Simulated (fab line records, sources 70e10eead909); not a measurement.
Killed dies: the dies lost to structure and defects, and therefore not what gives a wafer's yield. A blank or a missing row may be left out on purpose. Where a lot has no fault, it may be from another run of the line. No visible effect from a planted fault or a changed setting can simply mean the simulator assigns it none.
Chamber matching	flow nand_harc	NHARC_A_M1_ETCH_35 on rie_diel-12 has 4 sister chambers
The step etches the open film in N2/H2, target depth 40 nm, overetch 12 nm, time 43.94 s. 14 wafers are shown with their chamber, then 7 later ones without.

EACH WAFER AND ITS CHAMBER
wafer	chamber	drypump_motor_current_A (A)	rf_vpp_V (V)	oes_product_au (a.u.)
L590.1	0	6.2	433.7	0.994
L590.5	2	5.7	431.7	0.982
L590.6	3	5.3	430.2	0.999
L589.1	0	6.2	432.3	0.993
L589.4	3	5.3	428.0	0.987
L589.5	1	6.4	434.2	0.992
L597.3	3	5.3	430.4	0.997
L597.4	2	5.7	432.0	0.983
L597.5	2	5.7	432.2	0.996
L598.1	0	6.2	433.6	1.002
L598.4	3	5.3	430.8	1.000
L598.6	1	6.3	434.6	1.000
L601.1	3	5.3	429.5	1.002
L601.4	1	6.4	434.8	1.011

SIGNATURES (averages over the wafers above)
reading	chamber 0	chamber 1	chamber 2	chamber 3	scatter within a chamber
drypump_motor_current_A	6.200	6.367	5.700	5.300	0.0258
rf_vpp_V	433.200	434.533	431.967	429.780	0.799
oes_product_au	0.99633	1.00100	0.98700	0.99700	0.007
Rule: distance of a wafer from a chamber = root of the sum over the readings of ((wafer's reading minus chamber's mean) / reading's scatter) squared. If the next closest chamber is less than 2 further off than the closest, the wafer can't be placed; otherwise it belongs to the closest. The scatter: the root of (the sum of the squares of (reading less its chamber's mean) over the shown wafers, divided by (wafers less chambers)).

WAFERS WITH NO CHAMBER GIVEN
wafer	drypump_motor_current_A (A)	rf_vpp_V (V)	oes_product_au (a.u.)
L601.6	5.3	429.1	1.006
L603.2	6.2	433.2	1.006
L603.3	6.3	434.8	1.008
L603.5	5.7	431.2	1.000
L612.1	6.2	433.2	1.003
L612.4	5.3	428.8	0.981
L612.5	5.7	431.7	0.990

WHICH CHAMBER EACH WENT THROUGH
wafer	from the rows above	in truth
L601.6	3	3
L603.2	0	0
L603.3	can't be placed: 1 or 0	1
L603.5	2	2
L612.1	0	0
L612.4	3	3
L612.5	2	2
Correct placement for 6 of the 7. Unplaceable from these rows: 1, with the true chamber sitting among the candidates in 1. Number placed wrongly: 0.
